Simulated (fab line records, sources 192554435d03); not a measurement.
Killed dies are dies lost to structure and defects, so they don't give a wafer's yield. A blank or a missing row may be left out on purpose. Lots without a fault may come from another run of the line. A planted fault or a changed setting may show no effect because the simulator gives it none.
Which tool did it? | flow n5_finfet | 24 lots, 72 wafers sampled, at 4 steps of a route of 1938

WHAT THE GAUGES READ, wafer by wafer
N5_BEOL_M11_OVL_MEAS_29.
lot  | measured     | on         | V10_OVL (nm)
L075 | day 10 12:54 | overlay-02 | 0.0 1.6 0.4
L074 | day 10 20:30 | overlay-02 | 0.0 -1.1 0.7
L076 | day 11 00:33 | overlay-02 | 0.9 1.1 1.8
L077 | day 11 06:58 | overlay-01 | 2.1 0.9 0.0
L078 | day 11 10:43 | overlay-01 | 1.4 -0.7 -0.8
L080 | day 11 10:53 | overlay-01 | 0.7 0.3 -0.6
L079 | day 11 17:18 | overlay-01 | 0.8 1.4 -0.4
L083 | day 12 08:31 | overlay-02 | -1.1 0.0 0.6
L081 | day 12 08:41 | overlay-02 | 1.9 -0.3 0.5
L082 | day 12 15:28 | overlay-02 | -0.3 -0.7 -0.2
L085 | day 12 22:19 | overlay-02 | 0.3 0.6 0.8
L084 | day 13 15:10 | overlay-02 | 0.6 -0.6 0.6
L086 | day 13 15:20 | overlay-01 | -1.6 -0.4 -1.3
L087 | day 13 18:16 | overlay-01 | 0.4 0.5 -1.0
L088 | day 14 14:34 | overlay-02 | -0.9 0.2 -0.5
L089 | day 14 15:01 | overlay-02 | -0.2 1.3 0.6
L090 | day 14 19:24 | overlay-01 | 0.8 1.2 0.8
L091 | day 14 22:26 | overlay-01 | 1.3 0.1 0.1
L093 | day 15 01:35 | overlay-02 | 0.9 1.2 2.1
L094 | day 15 09:14 | overlay-02 | 0.6 0.8 -0.2
L092 | day 15 11:40 | overlay-01 | 1.7 1.0 1.5
L095 | day 15 16:56 | overlay-01 | 1.0 0.5 2.1
L096 | day 15 21:16 | overlay-01 | 0.4 1.1 1.7
L097 | day 16 01:02 | overlay-01 | 1.6 -0.1 1.6

N5_BEOL_M11_INSPECT_58: inspects for defects (darkfield).
lot  | measured     | on                | raw_defect_count
L075 | day 10 18:41 | defect_inspect-01 | 98 97 60
L074 | day 11 00:04 | defect_inspect-02 | 72 113 77
L076 | day 11 03:41 | defect_inspect-02 | 34 46 57
L077 | day 11 10:26 | defect_inspect-02 | 65 55 54
L078 | day 11 14:17 | defect_inspect-02 | 149 99 92
L080 | day 11 15:38 | defect_inspect-02 | 62 47 78
L079 | day 11 21:05 | defect_inspect-02 | 40 53 78
L083 | day 12 12:19 | defect_inspect-02 | 82 28 67
L081 | day 12 12:27 | defect_inspect-01 | 80 59 122
L082 | day 12 19:29 | defect_inspect-02 | 63 90 52
L085 | day 13 02:44 | defect_inspect-02 | 59 84 83
L084 | day 13 18:54 | defect_inspect-01 | 68 60 66
L086 | day 13 20:19 | defect_inspect-01 | 80 116 86
L087 | day 13 21:44 | defect_inspect-01 | 48 60 99
L088 | day 14 18:22 | defect_inspect-02 | 86 98 98
L089 | day 14 19:31 | defect_inspect-01 | 32 40 49
L090 | day 14 23:56 | defect_inspect-01 | 55 52 46
L091 | day 15 01:13 | defect_inspect-02 | 69 57 53
L093 | day 15 06:28 | defect_inspect-01 | 59 58 55
L094 | day 15 12:56 | defect_inspect-02 | 58 64 38
L092 | day 15 16:06 | defect_inspect-02 | 70 52 59
L095 | day 15 21:01 | defect_inspect-01 | 49 89 86
L096 | day 16 00:50 | defect_inspect-02 | 89 91 70
L097 | day 16 05:31 | defect_inspect-01 | 75 107 50

N5_BEOL_M12_CD_MEAS_10: target cd 140 nm.
lot  | measured     | on        | cd_nm (nm)
L075 | day 10 19:12 | cd_sem-02 | 145.6 141.5 141.4
L074 | day 11 00:42 | cd_sem-03 | 133.7 138.7 138.4
L076 | day 11 04:17 | cd_sem-01 | 142.9 140.6 139.5
L077 | day 11 10:55 | cd_sem-01 | 144.9 142.1 141.8
L078 | day 11 14:55 | cd_sem-02 | 142.9 145.1 140.4
L080 | day 11 16:06 | cd_sem-01 | 134.9 139.9 141.9
L079 | day 11 21:33 | cd_sem-03 | 137.5 137.6 134.2
L083 | day 12 12:48 | cd_sem-01 | 142.0 139.9 141.3
L081 | day 12 12:56 | cd_sem-03 | 139.6 133.6 143.0
L082 | day 12 20:05 | cd_sem-01 | 137.6 139.7 138.5
L085 | day 13 03:20 | cd_sem-02 | 142.7 140.1 139.4
L084 | day 13 19:30 | cd_sem-03 | 141.6 136.2 142.4
L086 | day 13 20:48 | cd_sem-02 | 139.7 141.5 144.8
L087 | day 13 22:13 | cd_sem-01 | 139.8 139.5 140.8
L088 | day 14 18:50 | cd_sem-03 | 141.9 144.8 144.7
L089 | day 14 19:59 | cd_sem-02 | 140.5 144.0 141.0
L090 | day 15 00:32 | cd_sem-03 | 136.1 138.1 138.8
L091 | day 15 01:49 | cd_sem-01 | 139.9 138.1 142.5
L093 | day 15 06:56 | cd_sem-02 | 140.6 139.4 142.8
L094 | day 15 13:32 | cd_sem-02 | 139.1 139.8 135.7
L092 | day 15 16:34 | cd_sem-03 | 143.1 143.9 146.9
L095 | day 15 21:29 | cd_sem-02 | 144.1 140.1 137.1
L096 | day 16 01:26 | cd_sem-02 | 143.4 141.3 140.4
L097 | day 16 06:07 | cd_sem-02 | 143.0 139.4 139.1

WHICH TOOL RAN EACH LOT (tool, then ch and the chambers of the sampled wafers, then the start)
lot  | N5_BEOL_M11_DEGAS_44
L075 | pvd_sputter-03, day 10 17:01
L074 | pvd_sputter-01, day 10 22:17
L076 | pvd_sputter-01, day 11 01:51
L077 | pvd_sputter-01, day 11 08:20
L078 | pvd_sputter-02, day 11 12:05
L080 | pvd_sputter-01, day 11 13:24
L079 | pvd_sputter-03, day 11 18:30
L083 | pvd_sputter-03, day 12 10:35
L081 | pvd_sputter-01, day 12 10:51
L082 | pvd_sputter-03, day 12 17:53
L085 | pvd_sputter-02, day 13 01:08
L084 | pvd_sputter-01, day 13 16:41
L086 | pvd_sputter-01, day 13 17:17
L087 | pvd_sputter-02, day 13 19:47
L088 | pvd_sputter-01, day 14 16:10
L089 | pvd_sputter-01, day 14 17:42
L090 | pvd_sputter-01, day 14 20:30
L091 | pvd_sputter-02, day 14 23:32
L093 | pvd_sputter-03, day 15 02:54
L094 | pvd_sputter-02, day 15 10:40
L092 | pvd_sputter-02, day 15 13:53
L095 | pvd_sputter-01, day 15 18:14
L096 | pvd_sputter-01, day 15 22:51
L097 | pvd_sputter-01, day 16 02:41
- N5_BEOL_M11_DEGAS_44: time 60 s.

WHAT THE TOOLS THEMSELVES READ (means of the sampled wafers that have a number; where no wafer has one, the mark that the record gives instead)
N5_BEOL_M11_DEGAS_44.
lot  | tool           | heater_power_w (W)
L075 | pvd_sputter-03 | 300
L074 | pvd_sputter-01 | 326
L076 | pvd_sputter-01 | 338
L077 | pvd_sputter-01 | 333
L078 | pvd_sputter-02 | 328
L080 | pvd_sputter-01 | 317
L079 | pvd_sputter-03 | 314
L083 | pvd_sputter-03 | 312
L081 | pvd_sputter-01 | 326
L082 | pvd_sputter-03 | 305
L085 | pvd_sputter-02 | 327
L084 | pvd_sputter-01 | 336
L086 | pvd_sputter-01 | 349
L087 | pvd_sputter-02 | 341
L088 | pvd_sputter-01 | 313
L089 | pvd_sputter-01 | 285
L090 | pvd_sputter-01 | 341
L091 | pvd_sputter-02 | 362
L093 | pvd_sputter-03 | 319
L094 | pvd_sputter-02 | 329
L092 | pvd_sputter-02 | 357
L095 | pvd_sputter-01 | 327
L096 | pvd_sputter-01 | 321
L097 | pvd_sputter-01 | 325

THE ANSWER, worked out from the rows above alone
Rule: what is usual is taken from the lots themselves. Put in order of their means at a reading, lots are off if they are a third of the lots or fewer, leave a main group of 4 or more, and stand apart from it by a gap of 3 or more times the standard deviation of the main group's means; of several such gaps the widest counts. A main group whose means are all the same, to the digits that the tables above print for the reading, isn't used. A lot without any number at a reading at which 4 lots or more have one is off too. The other lots that the step has rows for count as sound. The gauges are gone through in route order, then the tools' own readings, and for those a lot's mean is taken as printed above. The first step at which some lot is off is used, and at that step the reading that is off furthest; a lot without a number counts as furthest.
No lot is off at any reading shown: from this, nothing can be told.

WHAT THE SIMULATOR HAD PUT IN
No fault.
